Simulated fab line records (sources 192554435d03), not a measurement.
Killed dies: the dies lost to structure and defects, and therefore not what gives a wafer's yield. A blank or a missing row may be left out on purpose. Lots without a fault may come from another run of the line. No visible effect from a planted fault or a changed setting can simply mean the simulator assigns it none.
The same fault as seen by 2 desks ; flow n5-finfet ; every desk sees just its own numbers, and what lay behind them comes last

THE METROLOGY DESK
What the gauges read for every lot (on any tool): the sampled wafers with a number, averaged. The brackets show how far a lot's mean lies from the usual mean; more than 4 standard deviations puts the lot out of limits, marked OUT. Readings shown: 7 of its 11, picked as those furthest out on some lot.
Columns: A = DIBL_N at N5_BEOL_M4_RC_MEAS_101, usual 35.7 mV/V; B = DIBL_P at N5_BEOL_M4_RC_MEAS_101, usual 36.0 mV/V; C = IOFF_P at N5_BEOL_M4_RC_MEAS_101, usual 0.21 nA/um; D = ION_N at N5_BEOL_M4_RC_MEAS_101, usual 675 uA/um; E = ION_P at N5_BEOL_M4_RC_MEAS_101, usual 465 uA/um; F = VT_N at N5_BEOL_M4_RC_MEAS_101, usual 250 mV; G = VT_P at N5_BEOL_M4_RC_MEAS_101, usual -249 mV
lot;first seen here;A;B;C;D;E;F;G
L707;day 6 03:43;36.9;38.6;0.24;684;469;245;-248
L712;day 7 11:53;36.4;36.9;0.27;692;481;245;-243
L716;day 8 10:53;35.1;35.2;0.18;671;461;251;-254
L719;day 9 03:54;36.4;35.5;0.18;675;456;251;-255
L720;day 9 10:26;33.7;34.9;0.20;673;465;252;-251
L721;day 9 10:55;37.8;38.1;0.25;683;471;247;-247
L722;day 10 02:43;33.9;33.2;0.17;666;462;254;-253
L728;day 11 07:58;36.7;35.8;0.17;673;452;252;-256
L730;day 11 22:02;36.8;35.7;0.20;675;462;249;-252
This desk's finding: nothing out of limits on any of the 9 lots.

THE TOOL OWNER'S DESK: ald-sin-01
The tool's own readings at N5_BEOL_M1_ALD_98 (deposits SiO2, target thk 2.5 nm, pulse time 1 s, co reactant pulse time 1 s): means of the sampled wafers that have a number, for each lot that ran on this tool. The brackets show how far a lot's mean lies from the usual mean; more than 4 standard deviations puts the lot out of limits, marked OUT.
Columns: A = heater-power-w at N5_BEOL_M1_ALD_98, usual 79 W; B = precursor-pulse-height-rel at N5_BEOL_M1_ALD_98, usual 0.998; C = susceptor-temp-C at N5_BEOL_M1_ALD_98, usual 100.01 C
lot;first seen here;A;B;C
L712;day 7 12:07;73;0.997;100.00
L716;day 8 11:28;72;1.017;99.96
L719;day 9 04:16;76;0.990;99.93
L721;day 9 11:22;71;1.016;102.16 (+15) OUT
L722;day 10 02:56;76;0.986;102.05 (+15) OUT
This desk's verdict: out of limits on L721, L722, starting with L721 at day 9 11:22 (susceptor-temp-C at N5_BEOL_M1_ALD_98). L712, L716, L719 stayed within limits.

BROUGHT TOGETHER
An alarm could have come from the tool owner's desk at day 9 11:22, on L721, L722.
The metrology desk saw nothing out of limits.
The metrology desk has L721, L722 on record, within its limits.
Of the lots named, all ran N5_BEOL_M1_ALD_98 on ald-sin-01.

WHAT WAS PUT IN BY THE SIMULATOR
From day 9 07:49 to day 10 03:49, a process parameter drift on ald-sin-01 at N5_BEOL_M1_ALD_98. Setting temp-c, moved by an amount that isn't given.
Lots struck among those shown: L721, L722.
Time in hours from fault onset to the first out-of-limits reading at each desk: the tool owner's desk, 4.
